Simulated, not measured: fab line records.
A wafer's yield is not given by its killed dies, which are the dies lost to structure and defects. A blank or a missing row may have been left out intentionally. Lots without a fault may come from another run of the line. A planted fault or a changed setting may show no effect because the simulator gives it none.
fab line records | flow n5-finfet | part 1 of 2: steps 1 to 22 of 32
record: lots: 5 | wafers: 15 | last-day: 19
route steps=1938 shown BEOL_M0_SAQP@675 BEOL_M0_CUTY@701
lots that met no fault: taken from a fault-free run of the same line
start-h: hours from the record's opening day to when the first of the lot's shown wafers began | wait-h: hours since the lot's step before | " the same as in the row above | L1.1+2: one row covering several wafers at once | - no value present, or no start provided | * or withheld: withheld | < > ~ a bound
route shown NAME@n: NAME is a module with steps in the file, n the number in the route of the first one | usual: mean and standard deviation over wafers with no fault | same: alike in all rows | chamber/n: place in a boat | sites: per-site readings | _std_site: the standard deviation of these | _edge_site: the outer-site mean with the inner-site mean subtracted | radius-mm: for every site, how far away it sits from the centre of the wafer | mask NAME#n: copy n | behind: the tool/chamber that last shaped the wafer | hold: why the lot went on hold/how many hours it stayed there/how the hold came to an end | device: the transistor (n, p or np) that didn't switch | end of line: tests of these same wafers at the route's end | for a step that has no rows: nothing shown but its recipe | killed: the dies lost at the first sort to structure and to defects; this is not the yield of the wafer | map: the dies of a wafer, with x for killed, . for not killed, _ for no die there
set.NAME: setting as actually run; set.NAME@STEP: the setting as run at that earlier step | model.NAME: the simulator's own value behind a step, which no gauge read
lots at selected steps of the route; one table per step, one row per wafer
services: from which hour (start-h, from the record's first day; less than 0 if before it) a tool's chamber was out of use, for how many hours, and why
== steps ==
step: N5_BEOL_M0_SAQP_RECESS_109
recipe: chemistry: HF/NH3 | target: SiO2 | target-depth-a: 30 | afs-cycles: 1 | temp-c: 30 | sublimation-temp-c: 180 | sublimation-time-s: 60
usual: drypump-motor-current-A: 5.5/0.46 | sublimation-temp-c: 180.01/0.16
lot.wafer | tool          | chamber | start-h | wait-h | drypump-motor-current-A | sublimation-temp-c
L086.2    | vapor-etch-02 | 1       | 198.40  | 0.0    | 4.9                     | 180.19
L086.3    | "             | 1       | "       | "      | 4.9                     | 180.27
L086.6    | "             | 0       | "       | "      | 5.6                     | 179.90
L089.2    | vapor-etch-01 | 0       | 202.28  | 0.0    | 6.1                     | 180.14
L089.3    | "             | 1       | "       | "      | 5.2                     | 179.95
L089.5    | "             | 1       | "       | "      | 5.2                     | 179.97
L095.1    | vapor-etch-02 | 0       | 240.45  | 0.0    | 5.6                     | 180.24
L095.4    | "             | 1       | "       | "      | 4.9                     | 180.18
L095.5    | "             | 0       | "       | "      | 5.6                     | 180.32
L096.1    | vapor-etch-01 | 0       | 248.36  | 0.0    | 6.1                     | 180.07
L096.2    | "             | 1       | "       | "      | 5.2                     | 180.19
L096.5    | "             | 1       | "       | "      | 5.3                     | 180.18
L097.1    | vapor-etch-01 | 1       | 254.59  | 0.0    | 5.2                     | 180.08
L097.2    | "             | 0       | "       | "      | 6.1                     | 179.84
L097.6    | "             | 1       | "       | "      | 5.2                     | 180.15
step: N5_BEOL_M0_SAQP_SPACER2_ALD_26
recipe: material: SiO2 | target-thk-a: 150 | temp-c: 300 | ald-precursor-family: BDEAS | ald-co-reactant: O2-plasma | pulse-time-s: 1 | purge-time-s: 2 | co-reactant-purge-time-s: 2 | pressure-torr: 2
usual: chamber-pressure-Torr: 2.000/0.0044 | heater-power-w: 460/35 | precursor-pulse-height-rel: 1.000/0.02
lot.wafer | tool       | chamber | start-h | wait-h | chamber-pressure-Torr | heater-power-w | precursor-pulse-height-rel
L086.2    | ald-sin-03 | 3       | 198.55  | 0.1    | 2.008                 | 415            | 0.995
L086.3    | "          | 0       | "       | "      | 2.003                 | 485            | 1.009
L086.6    | "          | 2       | "       | "      | 2.004                 | 428            | 1.013
L089.2    | ald-sin-04 | 0       | 202.43  | 0.1    | 1.998                 | 458            | 1.001
L089.3    | "          | 3       | "       | "      | 2.007                 | 488            | 1.030
L089.5    | "          | 3       | "       | "      | 1.998                 | 481            | 1.003
L095.1    | ald-sin-03 | 3       | 240.59  | 0.1    | 1.997                 | 417            | 0.986
L095.4    | "          | 2       | "       | "      | 1.998                 | 429            | 0.986
L095.5    | "          | 2       | "       | "      | 1.998                 | 434            | 1.011
L096.1    | ald-sin-04 | 3       | 250.22  | 1.8    | 2.003                 | 506            | 1.002
L096.2    | "          | 0       | "       | "      | 1.998                 | 445            | 0.983
L096.5    | "          | 3       | "       | "      | 1.997                 | 504            | 1.001
L097.1    | ald-sin-02 | 0       | 254.76  | 0.1    | 1.997                 | 465            | 1.011
L097.2    | "          | 1       | "       | "      | 1.999                 | 408            | 1.019
L097.6    | "          | 0       | "       | "      | 2.001                 | 463            | 1.021
step: N5_BEOL_M0_SAQP_SPACER2_ETCHBACK_27
recipe: chemistry: CHF3/O2 | mode: anisotropic-etchback | target: SiO2 | target-depth-a: 225 | time-s: 11.25 | pressure-mtorr: 30 | source-w: 650 | bias-w: 170 | Ar_flow_sccm: 200 | CHF3_flow_sccm: 50 | O2_flow_sccm: 5 | ion-energy-ev: 200
usual: drypump-motor-current-A: 5.9/0.38 | oes-product-au: 0.78/0.081 | rf-vpp-V: 526/5.7 | showerhead-plenum-p-Torr: 2.42/0.082 | throttle-valve-pct: 18.97/0.23
lot.wafer | tool        | chamber | start-h | wait-h | drypump-motor-current-A | oes-product-au | rf-hours-counter-h | rf-vpp-V | showerhead-plenum-p-Torr | throttle-valve-pct
L086.2    | rie-diel-05 | 2       | 199.15  | 0.3    | 5.1                     | 0.81           | 101                | 526      | 2.42                     | 18.99
L086.3    | "           | 1       | "       | "      | 5.6                     | 0.72           | 193                | 526      | 2.48                     | 18.69
L086.6    | "           | 0       | "       | "      | 6.0                     | 0.71           | -                  | 530      | 2.49                     | 19.24
L089.2    | rie-diel-04 | 1       | 202.98  | 0.3    | 5.3                     | 0.79           | 129                | 515      | 2.33                     | 18.77
L089.3    | "           | 0       | "       | "      | 5.9                     | 0.75           | 155                | 525      | 2.31                     | 18.64
L089.5    | "           | 2       | "       | "      | 6.3                     | 0.98           | -                  | 528      | 2.37                     | 18.48
L095.1    | rie-diel-04 | 1       | 241.33  | 0.5    | 5.3                     | 0.77           | 142                | 515      | 2.33                     | 18.79
L095.4    | "           | 3       | "       | "      | 6.4                     | 0.75           | 153                | 518      | 2.22                     | 19.09
L095.5    | "           | 0       | "       | "      | 5.9                     | 0.74           | -                  | 526      | 2.30                     | 18.68
L096.1    | rie-diel-06 | 3       | 250.77  | 0.3    | 6.2                     | 0.77           | 155                | 526      | 2.42                     | 19.19
L096.2    | "           | 1       | "       | "      | 6.2                     | 0.87           | 40                 | 525      | 2.45                     | 19.08
L096.5    | "           | 0       | "       | "      | 6.1                     | 0.76           | -                  | 537      | 2.40                     | 19.12
L097.1    | rie-diel-05 | 1       | 255.31  | 0.3    | 5.6                     | 0.71           | 211                | 528      | 2.47                     | 18.71
L097.2    | "           | 2       | "       | "      | 5.1                     | 0.78           | 119                | 525      | 2.41                     | 19.03
L097.6    | "           | 0       | "       | "      | 5.9                     | 0.70           | -                  | 529      | 2.48                     | 19.29
step: N5_BEOL_M0_SAQP_MANDREL2_REMOVE_110
recipe: chemistry: HBr/Cl2/O2 | bt-time-s: 10 | target: a-Si | stop-on: SiCN | endpoint: OES-SiCl | over-etch-frac: 1 | icp-w: 600 | bias-w: 30 | HBr_flow_sccm: 150 | Cl2_flow_sccm: 80 | O2_flow_sccm: 5 | pressure-mtorr: 10
usual: HBr_flow_sccm: 150.0/0.45 | drypump-motor-current-A: 5.6/0.46 | oes-product-au: 0.998/0.012 | throttle-valve-pct: 36.74/0.16
lot.wafer | tool      | chamber | start-h | wait-h | HBr_flow_sccm | drypump-motor-current-A | oes-product-au | rf-hours-counter-h | throttle-valve-pct
L086.2    | rie-si-04 | 0       | 199.24  | 0.1    | 149.9         | 4.9                     | 1.017          | 1                  | 36.92
L086.3    | "         | 2       | "       | "      | 150.5         | 6.6                     | 1.001          | 123                | 36.41
L086.6    | "         | 0       | "       | "      | 149.6         | 4.9                     | 1.009          | -                  | 36.93
L089.2    | rie-si-01 | 3       | 203.07  | 0.1    | 150.0         | 6.2                     | 0.993          | 8                  | 36.46
L089.3    | "         | 0       | "       | "      | 149.6         | 5.1                     | 0.984          | 154                | 36.91
L089.5    | "         | 0       | "       | "      | 149.7         | 5.2                     | 0.988          | -                  | 36.89
L095.1    | rie-si-04 | 2       | 241.42  | 0.1    | 149.7         | 6.6                     | 0.996          | 124                | 36.43
L095.4    | "         | 1       | "       | "      | 150.4         | 5.8                     | 1.001          | 35                 | 36.81
L095.5    | "         | 3       | "       | "      | 149.6         | 5.4                     | 0.971          | -                  | 36.86
L096.1    | rie-si-02 | 3       | 250.86  | 0.1    | 150.6         | 5.7                     | 0.994          | 61                 | 36.74
L096.2    | "         | 2       | "       | "      | 150.8         | 5.7                     | 0.996          | 110                | 36.51
L096.5    | "         | 0       | "       | "      | 149.6         | 5.3                     | 0.998          | -                  | 36.71
L097.1    | rie-si-02 | 1       | 255.41  | 0.1    | 150.6         | 5.5                     | 0.993          | 1                  | 36.80
L097.2    | "         | 0       | "       | "      | 149.8         | 5.3                     | 0.998          | 179                | 36.68
L097.6    | "         | 0       | "       | "      | 150.1         | 5.4                     | 0.983          | -                  | 36.70
step: N5_BEOL_M0_SAQP_CD_MEAS_29
recipe: target-cd-nm: 14.4 | landing-energy-ev: 1000 | detector: se-inlens
usual: cd-nm: 15.06/0.23
lot.wafer | tool      | chamber | start-h | wait-h | cd-nm
L086.2    | cd-sem-03 | 0       | 199.35  | 0.1    | 15.12
L086.3    | "         | 0       | "       | "      | 15.38
L086.6    | "         | 0       | "       | "      | 15.33
L089.2    | cd-sem-03 | 0       | 203.18  | 0.1    | 15.20
L089.3    | "         | 0       | "       | "      | 15.06
L089.5    | "         | 0       | "       | "      | 15.30
L095.1    | cd-sem-03 | 0       | 241.53  | 0.1    | 14.78
L095.4    | "         | 0       | "       | "      | 15.42
L095.5    | "         | 0       | "       | "      | 15.10
L096.1    | cd-sem-03 | 0       | 250.97  | 0.1    | 15.15
L096.2    | "         | 0       | "       | "      | 14.97
L096.5    | "         | 0       | "       | "      | 15.11
L097.1    | cd-sem-03 | 0       | 255.52  | 0.1    | 14.87
L097.2    | "         | 0       | "       | "      | 14.58
L097.6    | "         | 0       | "       | "      | 14.86
step: N5_BEOL_M0_SAQP_COAT_69
recipe: resist: SOC | temp-c: 250 | time-s: 60 | spin-rpm: 1500 | resist-thk-nm: 90
lot.wafer  | tool           | chamber | start-h | wait-h
L086.2+3+6 | litho-track-04 | 0       | 199.39  | 0.0
L089.2+3+5 | litho-track-02 | 0       | 203.21  | 0.0
L095.1+4+5 | litho-track-05 | 0       | 241.56  | 0.0
L096.1+2+5 | litho-track-04 | 0       | 251.01  | 0.0
L097.1+2+6 | litho-track-04 | 0       | 255.56  | 0.0
step: N5_BEOL_M0_SAQP_COAT_72
recipe: resist: SiARC | temp-c: 220 | time-s: 60 | spin-rpm: 1500 | resist-thk-nm: 15
lot.wafer  | tool           | chamber | start-h | wait-h
L086.2+3+6 | litho-track-04 | 0       | -       | -
L089.2+3+5 | litho-track-02 | 0       | -       | -
L095.1+4+5 | litho-track-05 | 0       | -       | -
L096.1+2+5 | litho-track-04 | 0       | -       | -
L097.1+2+6 | litho-track-04 | 0       | -       | -
step: N5_BEOL_M0_SAQP_COAT_87
recipe: resist: underlayer | temp-c: 205 | time-s: 60 | spin-rpm: 1500 | resist-thk-nm: 5
lot.wafer  | tool           | chamber | start-h | wait-h
L086.2+3+6 | litho-track-04 | 0       | -       | -
L089.2+3+5 | litho-track-02 | 0       | -       | -
L095.1+4+5 | litho-track-05 | 0       | -       | -
L096.1+2+5 | litho-track-04 | 0       | -       | -
L097.1+2+6 | litho-track-04 | 0       | -       | -
step: N5_BEOL_M0_SAQP_COAT_34
recipe: resist: CAR-EUV | spin-rpm: 1500 | resist-thk-nm: 30
lot.wafer  | tool           | chamber | start-h | wait-h
L086.2+3+6 | litho-track-04 | 0       | -       | -
L089.2+3+5 | litho-track-02 | 0       | -       | -
L095.1+4+5 | litho-track-05 | 0       | -       | -
L096.1+2+5 | litho-track-04 | 0       | -       | -
L097.1+2+6 | litho-track-04 | 0       | -       | -
step: N5_BEOL_M0_SAQP_EBR_36
recipe: solvent: PGMEA | ebr-width-mm: 1.5
lot.wafer  | tool           | chamber | start-h | wait-h
L086.2+3+6 | litho-track-04 | 0       | -       | -
L089.2+3+5 | litho-track-02 | 0       | -       | -
L095.1+4+5 | litho-track-05 | 0       | -       | -
L096.1+2+5 | litho-track-04 | 0       | -       | -
L097.1+2+6 | litho-track-04 | 0       | -       | -
step: N5_BEOL_M0_SAQP_SOFTBAKE_35
recipe: temp-c: 110 | time-s: 60 | resist: CAR-EUV
lot.wafer  | tool           | chamber | start-h | wait-h
L086.2+3+6 | litho-track-04 | 0       | -       | -
L089.2+3+5 | litho-track-02 | 0       | -       | -
L095.1+4+5 | litho-track-05 | 0       | -       | -
L096.1+2+5 | litho-track-04 | 0       | -       | -
L097.1+2+6 | litho-track-04 | 0       | -       | -
step: N5_BEOL_M0_SAQP_EXPOSE_37
recipe: mask-id: M0_CUT1 | na: 0.33 | source-shape: annular | sigma-inner: 0.35 | sigma-outer: 0.8 | polarization: unpolarized | target-cd-nm: 30 | dose-mj: 44.75
usual: reticle-temp-C: 23.01/0.095
lot.wafer | tool           | chamber | start-h | wait-h | mask      | reticle-temp-C
L086.2    | euv-scanner-01 | 0       | 199.53  | -      | M0_CUT1#0 | 22.98
L086.3    | "              | 0       | "       | "      | M0_CUT1#0 | 23.09
L086.6    | "              | 0       | "       | "      | M0_CUT1#0 | 22.93
L089.2    | euv-scanner-02 | 0       | 203.48  | -      | M0_CUT1#0 | 23.07
L089.3    | "              | 0       | "       | "      | M0_CUT1#0 | 22.86
L089.5    | "              | 0       | "       | "      | M0_CUT1#0 | 23.04
L095.1    | euv-scanner-01 | 0       | 241.83  | -      | M0_CUT1#0 | 22.96
L095.4    | "              | 0       | "       | "      | M0_CUT1#0 | 23.02
L095.5    | "              | 0       | "       | "      | M0_CUT1#0 | 22.88
L096.1    | euv-scanner-02 | 0       | 251.27  | -      | M0_CUT1#0 | 23.12
L096.2    | "              | 0       | "       | "      | M0_CUT1#0 | 23.12
L096.5    | "              | 0       | "       | "      | M0_CUT1#0 | 23.13
L097.1    | euv-scanner-01 | 0       | 255.82  | -      | M0_CUT1#0 | 23.13
L097.2    | "              | 0       | "       | "      | M0_CUT1#0 | 23.02
L097.6    | "              | 0       | "       | "      | M0_CUT1#0 | 23.07
step: N5_BEOL_M0_SAQP_PEB_38
recipe: peb-temp-c: 100 | peb-time-s: 60 | resist: CAR-EUV
lot.wafer  | tool           | chamber | start-h | wait-h
L086.2+3+6 | litho-track-05 | 0       | 199.59  | 0.1
L089.2+3+5 | litho-track-02 | 0       | 203.54  | 0.1
L095.1+4+5 | litho-track-02 | 0       | 241.89  | 0.1
L096.1+2+5 | litho-track-02 | 0       | 251.33  | 0.1
L097.1+2+6 | litho-track-04 | 0       | 255.88  | 0.1
step: N5_BEOL_M0_SAQP_DEVELOP_39
recipe: develop-time-s: 30 | developer: TMAH | resist: CAR-EUV | rinse-liquid: surfactant-rinse | dry: air-spin | dev-temp-c: 23
lot.wafer  | tool           | chamber | start-h | wait-h
L086.2+3+6 | litho-track-05 | 0       | -       | -
L089.2+3+5 | litho-track-02 | 0       | -       | -
L095.1+4+5 | litho-track-02 | 0       | -       | -
L096.1+2+5 | litho-track-02 | 0       | -       | -
L097.1+2+6 | litho-track-04 | 0       | -       | -
step: N5_BEOL_M0_SAQP_CD_MEAS_40
recipe: target-cd-nm: 30 | landing-energy-ev: 500 | detector: se-inlens
usual: cd-nm: 29.98/0.21
lot.wafer | tool      | chamber | start-h | wait-h | cd-nm
L086.2    | cd-sem-01 | 0       | 199.66  | -      | 29.68
L086.3    | "         | 0       | "       | "      | 29.75
L086.6    | "         | 0       | "       | "      | 29.93
L089.2    | cd-sem-02 | 0       | 203.61  | -      | 30.24
L089.3    | "         | 0       | "       | "      | 30.03
L089.5    | "         | 0       | "       | "      | 29.70
L095.1    | cd-sem-01 | 0       | 241.96  | -      | 29.96
L095.4    | "         | 0       | "       | "      | 29.41
L095.5    | "         | 0       | "       | "      | 29.76
L096.1    | cd-sem-03 | 0       | 251.40  | -      | 29.91
L096.2    | "         | 0       | "       | "      | 29.53
L096.5    | "         | 0       | "       | "      | 30.03
L097.1    | cd-sem-03 | 0       | 255.95  | -      | 29.64
L097.2    | "         | 0       | "       | "      | 30.03
L097.6    | "         | 0       | "       | "      | 30.01
step: N5_BEOL_M0_SAQP_OVL_MEAS_41
recipe: points-per-wafer: 522
usual: M0_CUT1_OVL: 0.3/0.69
same: points-per-wafer: 522
lot.wafer | tool       | chamber | start-h | wait-h | M0_CUT1_OVL[nm]
L086.2    | overlay-02 | 0       | 199.69  | 0.0    | -0.3
L086.3    | "          | 0       | "       | "      | 0.7
L086.6    | "          | 0       | "       | "      | -1.3
L089.2    | overlay-02 | 0       | 203.65  | 0.0    | 0.8
L089.3    | "          | 0       | "       | "      | 0.3
L089.5    | "          | 0       | "       | "      | 0.5
L095.1    | overlay-02 | 0       | 241.99  | 0.0    | 0.1
L095.4    | "          | 0       | "       | "      | 0.6
L095.5    | "          | 0       | "       | "      | -0.8
L096.1    | overlay-02 | 0       | 251.43  | 0.0    | 0.6
L096.2    | "          | 0       | "       | "      | 0.3
L096.5    | "          | 0       | "       | "      | -0.2
L097.1    | overlay-01 | 0       | 255.98  | 0.0    | 0.3
L097.2    | "          | 0       | "       | "      | 1.8
L097.6    | "          | 0       | "       | "      | 0.6
step: N5_BEOL_M0_SAQP_INSPECT_42
recipe: mode: adi | inspect-instrument: brightfield
usual: raw-defect-count: 292/74
lot.wafer | tool              | chamber | start-h | wait-h | raw-defect-count
L086.2    | defect-inspect-02 | -       | 199.75  | 0.1    | 347
L086.3    | "                 | -       | "       | "      | 331
L086.6    | "                 | -       | "       | "      | 244
L089.2    | defect-inspect-02 | -       | 203.71  | 0.1    | 308
L089.3    | "                 | -       | "       | "      | 304
L089.5    | "                 | -       | "       | "      | 230
L095.1    | defect-inspect-01 | -       | 242.05  | 0.1    | 245
L095.4    | "                 | -       | "       | "      | 260
L095.5    | "                 | -       | "       | "      | 249
L096.1    | defect-inspect-01 | -       | 251.49  | 0.1    | 235
L096.2    | "                 | -       | "       | "      | 265
L096.5    | "                 | -       | "       | "      | 184
L097.1    | defect-inspect-02 | -       | 256.04  | 0.1    | 277
L097.2    | "                 | -       | "       | "      | 237
L097.6    | "                 | -       | "       | "      | 326
step: N5_BEOL_M0_SAQP_DESCUM_45
recipe: chemistry: O2 | time-s: 7 | source-power-w: 50 | bias-power-w: 20 | pressure-mtorr: 20 | rf-frequency-hz: 2.712e+07 | temp-c: 40 | resist: CAR-EUV | o2-flow-sccm: 225
usual: drypump-motor-current-A: 5.9/0.39 | oes-product-au: 0.77/0.074 | rf-vpp-V: 243.2/1.3 | showerhead-plenum-p-Torr: 2.10/0.068 | throttle-valve-pct: 20.54/0.21
lot.wafer | tool        | chamber | start-h | wait-h | drypump-motor-current-A | oes-product-au | rf-hours-counter-h | rf-vpp-V | showerhead-plenum-p-Torr | throttle-valve-pct
L086.2    | rie-diel-05 | 2       | 199.79  | 0.0    | 5.1                     | 0.81           | 101                | 243.5    | 2.11                     | 20.57
L086.3    | "           | 0       | "       | "      | 5.9                     | 0.70           | 194                | 245.1    | 2.16                     | 20.73
L086.6    | "           | 0       | "       | "      | 5.9                     | 0.70           | -                  | 244.0    | 2.16                     | 20.73
L089.2    | rie-diel-04 | 0       | 203.74  | 0.0    | 5.9                     | 0.75           | 155                | 241.7    | 2.01                     | 20.23
L089.3    | "           | 2       | "       | "      | 6.2                     | 0.98           | 5                  | 241.6    | 2.06                     | 20.07
L089.5    | "           | 0       | "       | "      | 5.9                     | 0.76           | -                  | 241.4    | 2.01                     | 20.23
L095.1    | rie-diel-05 | 2       | 242.28  | 0.2    | 5.1                     | 0.80           | 115                | 242.6    | 2.10                     | 20.59
L095.4    | "           | 1       | "       | "      | 5.5                     | 0.72           | 207                | 244.9    | 2.16                     | 20.27
L095.5    | "           | 2       | "       | "      | 5.1                     | 0.82           | -                  | 243.7    | 2.10                     | 20.58
L096.1    | rie-diel-06 | 1       | 251.77  | 0.3    | 6.2                     | 0.87           | 40                 | 243.6    | 2.13                     | 20.69
L096.2    | "           | 2       | "       | "      | 6.2                     | 0.68           | 238                | 244.1    | 2.15                     | 20.78
L096.5    | "           | 2       | "       | "      | 6.2                     | 0.67           | -                  | 244.3    | 2.15                     | 20.79
L097.1    | rie-diel-06 | 1       | 256.07  | 0.0    | 6.2                     | 0.86           | 42                 | 243.4    | 2.13                     | 20.69
L097.2    | "           | 0       | "       | "      | 6.1                     | 0.76           | 166                | 241.4    | 2.09                     | 20.71
L097.6    | "           | 2       | "       | "      | 6.1                     | 0.67           | -                  | 244.4    | 2.15                     | 20.80
step: N5_BEOL_M0_SAQP_ETCH_88
recipe: chemistry: N2/H2 | target: underlayer | target-depth-a: 65 | time-s: 5.2 | ion-energy-ev: 200 | mask-material: CAR-EUV | pressure-mtorr: 30 | source-w: 840 | bias-w: 150 | n2-flow-sccm: 200 | h2-flow-sccm: 200 | ends: cleared
usual: drypump-motor-current-A: 5.9/0.39 | etch-rf-on-time-s: 5.21/0.11 | oes-product-au: 0.66/0.066 | rf-vpp-V: 523.9/2.5 | showerhead-plenum-p-Torr: 2.55/0.086 | throttle-valve-pct: 17.99/0.23
lot.wafer | tool        | chamber | start-h | wait-h | drypump-motor-current-A | etch-rf-on-time-s | oes-product-au | rf-hours-counter-h | rf-vpp-V | showerhead-plenum-p-Torr | throttle-valve-pct
L086.2    | rie-diel-05 | 2       | 199.82  | 0.0    | 5.1                     | 5.18              | 0.70           | 101                | 521.4    | 2.57                     | 18.15
L086.3    | "           | 0       | "       | "      | 5.9                     | 5.29              | 0.60           | 194                | 525.4    | 2.63                     | 18.22
L086.6    | "           | 0       | "       | "      | 5.9                     | 5.25              | 0.61           | -                  | 525.8    | 2.63                     | 18.23
L089.2    | rie-diel-04 | 0       | 203.78  | 0.0    | 5.9                     | 5.21              | 0.64           | 155                | 524.0    | 2.43                     | 17.68
L089.3    | "           | 2       | "       | "      | 6.2                     | 5.02              | 0.84           | 5                  | 521.1    | 2.50                     | 17.54
L089.5    | "           | 0       | "       | "      | 5.9                     | 5.25              | 0.63           | -                  | 519.8    | 2.43                     | 17.67
L095.1    | rie-diel-05 | 2       | 242.32  | 0.0    | 5.1                     | 5.28              | 0.68           | 115                | 523.4    | 2.57                     | 18.19
L095.4    | "           | 1       | "       | "      | 5.6                     | 5.23              | 0.61           | 207                | 526.3    | 2.63                     | 17.80
L095.5    | "           | 2       | "       | "      | 5.1                     | 5.27              | 0.68           | -                  | 524.3    | 2.57                     | 18.16
L096.1    | rie-diel-06 | 1       | 251.81  | 0.0    | 6.2                     | 5.08              | 0.74           | 40                 | 524.8    | 2.60                     | 18.15
L096.2    | "           | 2       | "       | "      | 6.2                     | 5.40              | 0.57           | 238                | 525.5    | 2.62                     | 18.25
L096.5    | "           | 2       | "       | "      | 6.2                     | 5.38              | 0.59           | -                  | 528.0    | 2.62                     | 18.26
L097.1    | rie-diel-06 | 1       | 256.11  | 0.0    | 6.2                     | 5.04              | 0.75           | 42                 | 524.0    | 2.60                     | 18.16
L097.2    | "           | 0       | "       | "      | 6.1                     | 5.11              | 0.64           | 166                | 523.3    | 2.54                     | 18.06
L097.6    | "           | 2       | "       | "      | 6.2                     | 5.35              | 0.58           | -                  | 525.4    | 2.62                     | 18.25
step: N5_BEOL_M0_SAQP_ETCH_73
recipe: chemistry: CF4 | target: SiARC | target-depth-a: 195 | mask-material: CAR-EUV | time-s: 32.5 | ion-energy-ev: 80 | pressure-mtorr: 40 | source-w: 545 | bias-w: 36 | Ar_flow_sccm: 100 | cf4-flow-sccm: 100 | ends: cleared
usual: drypump-motor-current-A: 5.9/0.39 | etch-rf-on-time-s: 32.6/0.71 | oes-product-au: 0.66/0.067 | rf-vpp-V: 184.0/1.2 | showerhead-plenum-p-Torr: 2.15/0.065 | throttle-valve-pct: 15.71/0.2
lot.wafer | tool        | chamber | start-h | wait-h | drypump-motor-current-A | etch-rf-on-time-s | oes-product-au | rf-hours-counter-h | rf-vpp-V | showerhead-plenum-p-Torr | throttle-valve-pct
L086.2    | rie-diel-05 | 2       | 199.84  | 0.0    | 5.1                     | 32.7              | 0.69           | 101                | 184.0    | 2.16                     | 15.73
L086.3    | "           | 0       | "       | "      | 5.9                     | 33.2              | 0.61           | 194                | 184.3    | 2.21                     | 15.96
L086.6    | "           | 0       | "       | "      | 5.9                     | 33.4              | 0.61           | -                  | 184.3    | 2.21                     | 15.96
L089.2    | rie-diel-04 | 0       | 203.79  | 0.0    | 5.9                     | 33.0              | 0.64           | 155                | 184.5    | 2.05                     | 15.43
L089.3    | "           | 2       | "       | "      | 6.2                     | 32.1              | 0.84           | 5                  | 183.6    | 2.10                     | 15.15
L089.5    | "           | 0       | "       | "      | 5.9                     | 32.8              | 0.64           | -                  | 183.5    | 2.05                     | 15.43
L095.1    | rie-diel-05 | 2       | 242.34  | 0.0    | 5.1                     | 32.7              | 0.68           | 115                | 185.9    | 2.15                     | 15.74
L095.4    | "           | 1       | "       | "      | 5.6                     | 32.9              | 0.61           | 207                | 183.7    | 2.20                     | 15.47
L095.5    | "           | 2       | "       | "      | 5.1                     | 32.9              | 0.69           | -                  | 182.7    | 2.15                     | 15.75
L096.1    | rie-diel-06 | 1       | 251.82  | 0.0    | 6.2                     | 31.7              | 0.75           | 40                 | 183.2    | 2.18                     | 15.74
L096.2    | "           | 2       | "       | "      | 6.2                     | 33.9              | 0.57           | 238                | 183.6    | 2.20                     | 15.98
L096.5    | "           | 2       | "       | "      | 6.2                     | 33.6              | 0.58           | -                  | 183.8    | 2.20                     | 15.98
L097.1    | rie-diel-06 | 1       | 256.12  | 0.0    | 6.2                     | 31.8              | 0.74           | 42                 | 185.5    | 2.18                     | 15.74
L097.2    | "           | 0       | "       | "      | 6.2                     | 32.4              | 0.64           | 166                | 184.5    | 2.14                     | 15.83
L097.6    | "           | 2       | "       | "      | 6.2                     | 34.2              | 0.57           | -                  | 186.0    | 2.20                     | 15.98
step: N5_BEOL_M0_SAQP_CUT_ETCH_46
recipe: chemistry: N2/H2 | target: SOC | target-depth-a: 1350 | overetch-a: 270 | temp-c: 40 | time-s: 202.5 | ion-energy-ev: 200 | mask-material: SiARC | pressure-mtorr: 30 | source-w: 840 | bias-w: 150 | n2-flow-sccm: 200 | h2-flow-sccm: 200
usual: drypump-motor-current-A: 5.9/0.39 | rf-vpp-V: 524.0/2.4 | showerhead-plenum-p-Torr: 2.55/0.086 | throttle-valve-pct: 17.94/0.23
lot.wafer | tool        | chamber | start-h | wait-h | drypump-motor-current-A | rf-hours-counter-h | rf-vpp-V | showerhead-plenum-p-Torr | throttle-valve-pct
L086.2    | rie-diel-05 | 2       | 199.87  | 0.0    | 5.1                     | 101                | 525.0    | 2.57                     | 18.11
L086.3    | "           | 0       | "       | "      | 6.0                     | 194                | 526.4    | 2.63                     | 18.18
L086.6    | "           | 0       | "       | "      | 5.9                     | -                  | 525.5    | 2.63                     | 18.18
L089.2    | rie-diel-04 | 0       | 203.82  | 0.0    | 5.9                     | 155                | 521.4    | 2.43                     | 17.60
L089.3    | "           | 2       | "       | "      | 6.3                     | 5                  | 520.4    | 2.50                     | 17.53
L089.5    | "           | 0       | "       | "      | 5.9                     | -                  | 521.2    | 2.43                     | 17.63
L095.1    | rie-diel-05 | 2       | 242.37  | 0.0    | 5.1                     | 115                | 524.6    | 2.57                     | 18.12
L095.4    | "           | 1       | "       | "      | 5.6                     | 207                | 527.1    | 2.63                     | 17.77
L095.5    | "           | 2       | "       | "      | 5.1                     | -                  | 524.0    | 2.57                     | 18.14
L096.1    | rie-diel-06 | 1       | 251.85  | 0.0    | 6.2                     | 40                 | 525.3    | 2.60                     | 18.10
L096.2    | "           | 2       | "       | "      | 6.2                     | 238                | 525.8    | 2.62                     | 18.20
L096.5    | "           | 2       | "       | "      | 6.2                     | -                  | 525.5    | 2.62                     | 18.19
L097.1    | rie-diel-06 | 1       | 256.16  | 0.0    | 6.2                     | 42                 | 526.0    | 2.60                     | 18.11
L097.2    | "           | 0       | "       | "      | 6.1                     | 166                | 522.8    | 2.54                     | 18.01
L097.6    | "           | 2       | "       | "      | 6.2                     | -                  | 525.1    | 2.62                     | 18.21
step: N5_BEOL_M0_SAQP_STRIP_74
recipe: chemistry: N2/H2 | temp-c: 40 | n2-flow-sccm: 200 | h2-flow-sccm: 200 | rf-frequency-hz: 6e+07
lot.wafer  | tool        | chamber | start-h | wait-h
L086.2+3+6 | rie-diel-05 | 2,0,0   | 200.03  | 0.1
L089.2+3+5 | rie-diel-04 | 0,2,0   | 203.98  | 0.1
L095.1+4+5 | rie-diel-05 | 2,1,2   | 242.52  | 0.1
L096.1+2+5 | rie-diel-06 | 1,2,2   | 252.01  | 0.1
L097.1+2+6 | rie-diel-06 | 1,0,2   | 256.31  | 0.1
